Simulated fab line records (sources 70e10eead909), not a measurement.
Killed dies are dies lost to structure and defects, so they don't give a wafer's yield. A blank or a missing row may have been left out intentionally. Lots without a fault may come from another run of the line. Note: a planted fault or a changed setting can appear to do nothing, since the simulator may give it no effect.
Chamber matching ; flow nand-harc ; NHARC_A_CHANNEL_FILL_D1_ALD_16 on ald-hk-03: 4 sister chambers
The step deposits SiO2, target thk 1.5 nm, pulse time 10 s, ald cycles 15. 18 wafers are shown with their chamber, then 9 later ones without.

## WAFERS WITH THEIR CHAMBER
wafer;chamber;heater-power-w (W);precursor-pulse-height-rel
L075.1;0;396;1.015
L075.2;2;442;0.991
L075.5;1;412;1.012
L074.1;2;436;0.986
L074.4;1;413;0.981
L074.6;0;387;1.019
L080.3;3;504;0.988
L080.4;2;444;0.989
L080.5;0;390;1.007
L084.3;0;384;0.974
L084.5;0;381;0.997
L084.6;3;494;1.032
L089.3;3;507;1.006
L089.4;1;417;1.005
L089.5;1;430;1.009
L090.1;3;513;1.020
L090.3;2;437;1.018
L090.4;0;395;1.037

SIGNATURES (averages over the wafers above)
reading;chamber 0;chamber 1;chamber 2;chamber 3;scatter within a chamber
heater-power-w;388.83;418.00;439.75;504.50;6.65
precursor-pulse-height-rel;1.00817;1.00175;0.99600;1.01150;0.0182
Rule: a wafer's distance from a chamber is the root of the sum, over the readings, of the square of ((its reading less the chamber's mean) divided by the reading's scatter). The wafer belongs to the nearest chamber; if the next one is less than 2 further off, it can't be placed. How the scatter is found: for the shown wafers, subtract from each reading the mean of its chamber, square and add these, divide the total by (wafers less chambers), then take the root.

## WAFERS WITHOUT THEIR CHAMBER
wafer;heater-power-w (W);precursor-pulse-height-rel
L091.1;435;1.012
L091.2;397;0.983
L091.3;425;1.001
L096.1;498;1.011
L096.3;399;0.988
L096.4;436;0.974
L095.1;384;1.020
L095.2;448;1.007
L095.3;511;0.995

## WHICH CHAMBER EACH WENT THROUGH
wafer;from the rows above;in truth
L091.1;can't be placed: 2 or 1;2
L091.2;can't be placed: 0 or 1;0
L091.3;can't be placed: 1 or 2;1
L096.1;3;3
L096.3;can't be placed: 0 or 1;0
L096.4;can't be placed: 2 or 1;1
L095.1;0;0
L095.2;2;2
L095.3;3;3
4 of 9 placed correctly. Can't be placed from these rows: 5 (the true chamber is among the candidates in 5). 0 placed wrongly.
